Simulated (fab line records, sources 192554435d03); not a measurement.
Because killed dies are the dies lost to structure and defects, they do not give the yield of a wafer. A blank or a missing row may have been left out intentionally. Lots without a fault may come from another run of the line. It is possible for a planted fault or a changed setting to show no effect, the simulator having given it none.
Which of the tools did it? :: flow n5_finfet :: 36 wafers from 12 lots sampled at 4 of the route's 1938 steps

## WHAT EACH GAUGE READ, for each wafer
N5_BEOL_M12_RS_MEAS_54: measures by four-point-probe.
lot: L741
measured: day 12 11:23
on: film_metro-02
M12_RS (ohm/sq): 0.0605 0.0627 0.0615

lot: L744
measured: day 13 10:32
on: film_metro-01
M12_RS (ohm/sq): 0.0585 0.0591 0.0616

lot: L745
measured: day 13 10:52
on: film_metro-02
M12_RS (ohm/sq): 0.0597 0.0584 0.0587

lot: L743
measured: day 13 16:45
on: film_metro-01
M12_RS (ohm/sq): 0.0603 0.0594 0.0597

lot: L748
measured: day 13 17:13
on: film_metro-02
M12_RS (ohm/sq): 0.0579 0.0590 0.0606

lot: L747
measured: day 14 01:10
on: film_metro-02
M12_RS (ohm/sq): 0.0615 0.0608 0.0606

lot: L755
measured: day 16 21:38
on: film_metro-01
M12_RS (ohm/sq): 0.0611 0.0610 0.0614

lot: L756
measured: day 17 05:14
on: film_metro-02
M12_RS (ohm/sq): 0.0610 0.0593 0.0602

lot: L757
measured: day 18 06:21
on: film_metro-02
M12_RS (ohm/sq): 0.0590 0.0595 0.0590

lot: L759
measured: day 18 13:23
on: film_metro-02
M12_RS (ohm/sq): 0.0602 0.0589 0.0598

lot: L762
measured: day 18 13:52
on: film_metro-02
M12_RS (ohm/sq): 0.0606 0.0602 0.0600

lot: L763
measured: day 19 09:28
on: film_metro-01
M12_RS (ohm/sq): 0.0609 0.0602 0.0605

N5_BEOL_M13_CD_MEAS_10: target cd 190 nm.
lot: L741
measured: day 12 12:02
on: cd_sem-03
cd_nm (nm): 191.3 191.5 191.4

lot: L744
measured: day 13 11:11
on: cd_sem-03
cd_nm (nm): 191.5 190.9 191.9

lot: L745
measured: day 13 11:30
on: cd_sem-03
cd_nm (nm): 191.6 191.1 190.3

lot: L743
measured: day 13 17:16
on: cd_sem-01
cd_nm (nm): 190.7 190.1 189.7

lot: L748
measured: day 13 17:52
on: cd_sem-03
cd_nm (nm): 189.5 189.5 189.0

lot: L747
measured: day 14 01:49
on: cd_sem-03
cd_nm (nm): 189.8 190.6 189.5

lot: L755
measured: day 16 22:17
on: cd_sem-01
cd_nm (nm): 190.0 190.9 189.6

lot: L756
measured: day 17 05:49
on: cd_sem-02
cd_nm (nm): 190.6 190.2 190.4

lot: L757
measured: day 18 06:52
on: cd_sem-01
cd_nm (nm): 189.6 190.6 189.4

lot: L759
measured: day 18 13:54
on: cd_sem-01
cd_nm (nm): 191.7 192.9 192.6

lot: L762
measured: day 18 14:31
on: cd_sem-03
cd_nm (nm): 191.5 192.0 192.2

lot: L763
measured: day 19 10:03
on: cd_sem-01
cd_nm (nm): 188.2 189.0 188.3

N5_BEOL_M13_CD_MEAS_28: target cd 209.5 nm.
lot: L741
measured: day 12 13:06
on: cd_sem-02
cd_nm (nm): 209.3 209.8 209.1

lot: L744
measured: day 13 12:19
on: cd_sem-02
cd_nm (nm): 207.0 208.4 209.0

lot: L745
measured: day 13 12:26
on: cd_sem-01
cd_nm (nm): 208.4 207.6 208.4

lot: L743
measured: day 13 18:25
on: cd_sem-03
cd_nm (nm): 209.6 208.4 209.7

lot: L748
measured: day 13 19:31
on: cd_sem-03
cd_nm (nm): 209.5 208.7 209.5

lot: L747
measured: day 14 02:53
on: cd_sem-03
cd_nm (nm): 208.4 209.3 208.1

lot: L755
measured: day 16 23:14
on: cd_sem-03
cd_nm (nm): 212.3 212.0 212.4

lot: L756
measured: day 17 06:53
on: cd_sem-03
cd_nm (nm): 212.7 214.2 213.5

lot: L757
measured: day 18 08:01
on: cd_sem-02
cd_nm (nm): 211.9 210.8 212.2

lot: L759
measured: day 18 14:51
on: cd_sem-01
cd_nm (nm): 209.4 208.9 209.6

lot: L762
measured: day 18 15:37
on: cd_sem-02
cd_nm (nm): 210.2 209.4 210.7

lot: L763
measured: day 19 11:07
on: cd_sem-03
cd_nm (nm): 209.4 209.6 209.9

## TOOL THAT RAN EACH LOT (tool first, then ch and the chambers of the sampled wafers, then the start)
lot: L741
N5_BEOL_M13_PEB_26: litho_track-01 ch 0, day 12 12:59

lot: L744
N5_BEOL_M13_PEB_26: litho_track-04 ch 0, day 13 12:12

lot: L745
N5_BEOL_M13_PEB_26: litho_track-04 ch 0, day 13 12:20

lot: L743
N5_BEOL_M13_PEB_26: litho_track-04 ch 0, day 13 18:17

lot: L748
N5_BEOL_M13_PEB_26: litho_track-01 ch 0, day 13 19:23

lot: L747
N5_BEOL_M13_PEB_26: litho_track-05 ch 0, day 14 02:46

lot: L755
N5_BEOL_M13_PEB_26: litho_track-01 ch 0, day 16 23:07

lot: L756
N5_BEOL_M13_PEB_26: litho_track-01 ch 0, day 17 06:46

lot: L757
N5_BEOL_M13_PEB_26: litho_track-01 ch 0, day 18 07:53

lot: L759
N5_BEOL_M13_PEB_26: litho_track-04 ch 0, day 18 14:44

lot: L762
N5_BEOL_M13_PEB_26: litho_track-04 ch 0, day 18 15:30

lot: L763
N5_BEOL_M13_PEB_26: litho_track-05 ch 0, day 19 11:00
- N5_BEOL_M13_PEB_26: peb time 90 s.

## AS READ BY THE TOOLS THEMSELVES (means over the sampled wafers that have a number; for cases with no such wafer, the mark the record gives instead)
The record holds no such reading with a usual standard deviation.

## THE ANSWER, worked out from the rows above alone
Rule: usual is defined by the lots themselves. The widest of any qualifying gaps counts: lots, ordered by their means at a reading, are off when they make up no more than a third of the lots, leave a main group of 4 or more, and stand apart from it by 3 or more times the standard deviation of that group's means. A main group is skipped when, at the precision printed for the reading in the tables above, its means are all equal. A lot without any number at a reading at which 4 lots or more have one is off too. Any other lot the step has rows for is counted as sound. First the gauges in route order, then the tools' own readings, where a lot's mean is used as printed above. At the first step where some lot is off, the reading lying furthest off is the one used; lots without a number count as furthest.
None of the lots is off at any reading shown; this tells nothing.

## WHAT THE SIMULATOR PUT IN
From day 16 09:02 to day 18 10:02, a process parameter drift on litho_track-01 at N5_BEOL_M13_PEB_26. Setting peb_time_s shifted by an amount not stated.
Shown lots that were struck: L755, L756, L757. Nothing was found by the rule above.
